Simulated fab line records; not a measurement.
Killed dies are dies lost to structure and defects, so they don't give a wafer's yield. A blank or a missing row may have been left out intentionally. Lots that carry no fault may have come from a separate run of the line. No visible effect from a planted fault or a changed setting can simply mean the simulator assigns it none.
Tool commonality check ; flow nandHarc ; 36 wafers sampled across 12 lots

WHY THIS WAS OPENED
Flagged at NHARC_END_SORT_01: reading killedAtArray, on 3 of 12 lots. Wafers without a fault read 27, standard deviation 11.
Rule: a lot is flagged in two cases, either no wafer of it has a number, or all its wafers with numbers fall more than 4 standard deviations from that mean. The rest of the lots are taken to be sound.

lot;measured;on;killedAtArray, wafer by wafer;flag
L347;day 19 22:42;prober-02;14 14 11;
L351;day 20 06:16;prober-01;674 667 675;FLAGGED
L349;day 20 14:00;prober-02;673 676 674;FLAGGED
L354;day 21 16:02;prober-01;671 671 673;FLAGGED
L355;day 22 14:36;prober-02;45 35 58;
L362;day 22 22:17;prober-02;41 48 36;
L361;day 23 07:19;prober-02;28 32 48;
L366;day 24 01:02;prober-02;32 38 18;
L364;day 24 09:49;prober-01;27 33 17;
L365;day 24 13:27;prober-02;29 34 46;
L369;day 24 21:50;prober-01;18 21 37;
L368;day 25 14:41;prober-01;29 23 15;
The mean of the flagged lots' numbers is 673, +646 from the usual (+59 standard deviations).

WHICH TOOL EACH LOT WENT THROUGH
4 process steps preceding the reading are held in the record, out of 1159 steps in the route. In each cell: the tool, then ch and the chambers that the sampled wafers went through, then the start.
lot;flag;NHARC_A_CONTACT_STRIP_55;NHARC_A_CONTACT_DEP_57;NHARC_A_CONTACT_DESCUM_74;NHARC_A_CONTACT_ETCH_78
L347;;rieDiel-03 ch 2,3, day 16 23:08 or earlier;aclDep-03 ch 0, day 16 23:08;rieDiel-03 ch 0,2,3, day 17 00:58;rieDiel-03 ch 0,2,3, day 17 01:39
L351;FLAGGED;rieDiel-13 ch 1,2, day 17 09:37 or earlier;aclDep-01 ch 0, day 17 09:37;rieDiel-13 ch 1,3, day 17 12:20;rieDiel-13 ch 0,1, day 17 13:00
L349;FLAGGED;rieDiel-13 ch 0,2,3, day 17 16:25 or earlier;aclDep-03 ch 0, day 17 16:25;rieDiel-03 ch 0,2,3, day 17 18:34;rieDiel-03 ch 0,1, day 17 19:19
L354;FLAGGED;rieDiel-03 ch 1,2, day 18 16:13 or earlier;aclDep-03 ch 0, day 18 16:13;rieDiel-08 ch 0,3, day 18 18:17;rieDiel-08 ch 0,1,2, day 18 18:56
L355;;rieDiel-08 ch 1,2, day 19 08:27 or earlier;aclDep-03 ch 0, day 19 08:27;rieDiel-03 ch 1,2,3, day 19 10:53;rieDiel-03 ch 1,2, day 19 11:31
L362;;rieDiel-03 ch 1,2,3, day 19 18:43 or earlier;aclDep-02 ch 0, day 19 18:43;rieDiel-03 ch 1,3, day 19 21:08;rieDiel-03 ch 1,3, day 19 22:13
L361;;rieDiel-03 ch 0,1,3, day 20 11:09 or earlier;aclDep-03 ch 0, day 20 11:09;rieDiel-08 ch 0,1,2, day 20 13:40;rieDiel-08 ch 0,3, day 20 15:32
L366;;rieDiel-08 ch 0,2, day 20 17:58 or earlier;aclDep-03 ch 0, day 20 17:58;rieDiel-13 ch 0,1,2, day 20 20:21;rieDiel-13 ch 2,3, day 20 20:56
L364;;rieDiel-13 ch 0,3, day 21 03:49 or earlier;aclDep-03 ch 0, day 21 03:49;rieDiel-03 ch 0,1,2, day 21 05:51;rieDiel-03 ch 2,3, day 21 06:37
L365;;rieDiel-03 ch 2,3, day 21 17:45 or earlier;aclDep-01 ch 0, day 21 17:45;rieDiel-13 ch 1,3, day 21 20:08;rieDiel-13 ch 0,1,3, day 21 20:43
L369;;rieDiel-03 ch 0,3, day 22 09:55 or earlier;aclDep-03 ch 0, day 22 09:55;rieDiel-08 ch 0,1, day 22 12:26;rieDiel-08 ch 0,1,2, day 22 13:08
L368;;rieDiel-13 ch 0,1,2, day 22 16:19 or earlier;aclDep-03 ch 0, day 22 16:19;rieDiel-03 ch 0,1,3, day 22 18:27;rieDiel-03 ch 2,3, day 22 19:05
What the steps here do:
- NHARC_A_CONTACT_STRIP_55: strips in O2.
- NHARC_A_CONTACT_DEP_57: deposits aC, target thk 2800 nm.
- NHARC_A_CONTACT_DESCUM_74: chemistry O2, time 3 s.
- NHARC_A_CONTACT_ETCH_78: etches the open film in O2/COS, target depth 2800 nm, time 728 s.
- NHARC_END_SORT_01

FLAGGED OVER TOTAL, TOOL BY TOOL (the gauges that took the reading come last)
step;tool;lots run;flagged;share of the flagged lots;sound lots run after its first flagged lot
NHARC_A_CONTACT_STRIP_55;rieDiel-03;6;1;some;4 (L362,L361,L365,L369)
NHARC_A_CONTACT_STRIP_55;rieDiel-08;2;0;none;-
NHARC_A_CONTACT_STRIP_55;rieDiel-13;4;2;some;2 (L364,L368)
NHARC_A_CONTACT_DEP_57;aclDep-01;2;1;some;1 (L365)
NHARC_A_CONTACT_DEP_57;aclDep-02;1;0;none;-
NHARC_A_CONTACT_DEP_57;aclDep-03;9;2;some;6 (L355,L361,L366,L364,L369,L368)
NHARC_A_CONTACT_DESCUM_74;rieDiel-03;6;1;some;4 (L355,L362,L364,L368)
NHARC_A_CONTACT_DESCUM_74;rieDiel-08;3;1;some;2 (L361,L369)
NHARC_A_CONTACT_DESCUM_74;rieDiel-13;3;1;some;2 (L366,L365)
NHARC_A_CONTACT_ETCH_78;rieDiel-03;6;1;some;4 (L355,L362,L364,L368)
NHARC_A_CONTACT_ETCH_78;rieDiel-08;3;1;some;2 (L361,L369)
NHARC_A_CONTACT_ETCH_78;rieDiel-13;3;1;some;2 (L366,L365)
NHARC_END_SORT_01;prober-01;5;2;some;3 (L364,L369,L368)
NHARC_END_SORT_01;prober-02;7;1;some;5 (L355,L362,L361,L366,L365)
NHARC_A_CONTACT_STRIP_55: start missing for some lots; hours and lot order therefore follow NHARC_A_CONTACT_DEP_57.

THE TABLE: WHAT IT ALLOWS
No row of the table ran every flagged lot.

WHAT THE SIMULATOR HAD INSERTED
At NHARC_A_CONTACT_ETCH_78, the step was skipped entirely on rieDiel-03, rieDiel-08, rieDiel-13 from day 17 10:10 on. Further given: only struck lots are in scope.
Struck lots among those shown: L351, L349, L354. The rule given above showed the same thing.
